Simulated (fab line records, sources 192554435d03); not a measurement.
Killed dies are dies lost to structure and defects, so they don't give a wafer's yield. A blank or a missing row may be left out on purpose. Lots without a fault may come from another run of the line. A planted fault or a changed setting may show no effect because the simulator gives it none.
Chamber matching | flow n5_finfet | N5_ZERO_LAYER_ETCH_17 on rie_diel-05: 4 sister chambers
The step etches SiO2 in CF4, target depth 12 nm, time 13.3 s. 4 wafers are shown with their chamber, then 12 later ones without.

WAFERS WITH THEIR CHAMBER
wafer  | chamber | showerhead_plenum_p_Torr (Torr)
L087.5 | 0       | 2.07
L088.1 | 1       | 2.05
L088.3 | 2       | 2.19
L088.4 | 3       | 2.24

WAFERS WITHOUT THEIR CHAMBER
wafer  | showerhead_plenum_p_Torr (Torr)
L090.1 | 2.07
L090.2 | 2.19
L090.5 | 2.07
L091.2 | 2.07
L091.3 | 2.24
L091.6 | 2.07
L094.2 | 2.23
L094.3 | 2.19
L094.5 | 2.05
L097.1 | 2.19
L097.3 | 2.07
L097.5 | 2.19

WHICH CHAMBER EACH WENT THROUGH
wafer  | from the rows above | in truth
L090.1 | 0                   | 0
L090.2 | 2                   | 2
L090.5 | 0                   | 0
L091.2 | 0                   | 0
L091.3 | 3                   | 3
L091.6 | 0                   | 0
L094.2 | 3                   | 3
L094.3 | 2                   | 2
L094.5 | 1                   | 1
L097.1 | 2                   | 2
L097.3 | 0                   | 0
L097.5 | 2                   | 2
Placed correctly: 12 of 12. Can't be placed from these rows: 0. Placed wrongly: 0.
How it was worked out, from the rows above alone: a wafer's distance from a chamber is the root of the sum, over the readings, of the square of ((its reading less the chamber's mean) divided by the reading's scatter). The wafer belongs to the nearest chamber; if the next one is less than 2 further off, it can't be placed. A chamber's mean is the mean of its shown wafers. The scatter: with one shown wafer a chamber, the root of the mean of the squares of how far each hidden wafer lies from its nearest shown one.
